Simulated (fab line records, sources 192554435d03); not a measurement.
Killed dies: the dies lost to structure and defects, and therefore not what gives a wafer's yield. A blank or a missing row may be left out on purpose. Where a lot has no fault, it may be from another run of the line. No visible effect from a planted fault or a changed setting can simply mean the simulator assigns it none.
2 desks, one fault + flow n5_finfet + every desk sees just its own numbers, and what lay behind them comes last

## THE TOOL OWNER'S DESK: rie_diel-04
The tool's own readings at N5_BEOL_M0_SAQP_CUT_ETCH_46 (etches SOC in N2/H2, target depth 135 nm, overetch 27 nm, time 202.5 s): means of the sampled wafers that have a number, for each lot that ran on this tool. The brackets show how far a lot's mean lies from the usual mean; more than 4 standard deviations puts the lot out of limits, marked OUT.
Columns: A = drypump_motor_current_A at N5_BEOL_M0_SAQP_CUT_ETCH_46, usual 5.9 A; B = h2_flow_sccm at N5_BEOL_M0_SAQP_CUT_ETCH_46, usual 200.0 sccm; C = rf_vpp_V at N5_BEOL_M0_SAQP_CUT_ETCH_46, usual 523.4 V; D = showerhead_plenum_p_Torr at N5_BEOL_M0_SAQP_CUT_ETCH_46, usual 2.53 Torr; E = temp_c at N5_BEOL_M0_SAQP_CUT_ETCH_46, usual 40.00 C; F = throttle_valve_pct at N5_BEOL_M0_SAQP_CUT_ETCH_46, usual 17.68 %
| lot  | first seen here | A   | B     | C     | D    | E     | F     |
|------|-----------------|-----|-------|-------|------|-------|-------|
| L630 | day 8 01:35     | 6.7 | 199.9 | 521.8 | 2.47 | 39.94 | 17.57 |
| L635 | day 9 01:36     | 6.5 | 200.4 | 521.7 | 2.48 | 40.06 | 17.31 |
| L636 | day 9 18:46     | 5.5 | 199.7 | 525.7 | 2.59 | 39.84 | 17.64 |
| L638 | day 9 20:55     | 5.7 | 200.2 | 525.0 | 2.57 | 40.05 | 17.77 |
Result from this desk: across the 4 lots, nothing is out of limits.

## THE METROLOGY DESK
What the gauges read for every lot (on any tool): the sampled wafers with a number, averaged. The brackets show how far a lot's mean lies from the usual mean; more than 4 standard deviations puts the lot out of limits, marked OUT. 7 of its 10 readings are shown, namely those furthest out on some lot.
Columns: A = DIBL_P at N5_BEOL_M4_RC_MEAS_101, usual 36.3 mV/V; B = IOFF_N at N5_BEOL_M4_RC_MEAS_101, usual 0.16 nA/um; C = IOFF_P at N5_BEOL_M4_RC_MEAS_101, usual 0.21 nA/um; D = ION_P at N5_BEOL_M4_RC_MEAS_101, usual 459 uA/um; E = SS_N at N5_BEOL_M4_RC_MEAS_101, usual 71.6 mV/dec; F = SS_P at N5_BEOL_M4_RC_MEAS_101, usual 73.3 mV/dec; G = VT_P at N5_BEOL_M4_RC_MEAS_101, usual -251 mV
| lot  | first seen here | A    | B    | C    | D   | E    | F    | G    |
|------|-----------------|------|------|------|-----|------|------|------|
| L630 | day 11 14:00    | 35.8 | 0.15 | 0.23 | 460 | 71.7 | 73.7 | -246 |
| L635 | day 11 21:25    | 39.4 | 0.20 | 0.26 | 460 | 72.5 | 75.0 | -244 |
| L636 | day 13 00:12    | 36.2 | 0.17 | 0.21 | 461 | 71.4 | 73.3 | -250 |
| L638 | day 13 15:07    | 37.7 | 0.15 | 0.21 | 470 | 71.8 | 73.1 | -248 |
| L643 | day 14 06:01    | 35.3 | 0.15 | 0.19 | 461 | 71.2 | 73.4 | -252 |
Result from this desk: across the 5 lots, nothing is out of limits.

## PUT TOGETHER
The desk of the tool owner found nothing out of limits.
From the metrology desk's view, nothing was out of limits.

## WHAT HAD BEEN PUT IN BY THE SIMULATOR
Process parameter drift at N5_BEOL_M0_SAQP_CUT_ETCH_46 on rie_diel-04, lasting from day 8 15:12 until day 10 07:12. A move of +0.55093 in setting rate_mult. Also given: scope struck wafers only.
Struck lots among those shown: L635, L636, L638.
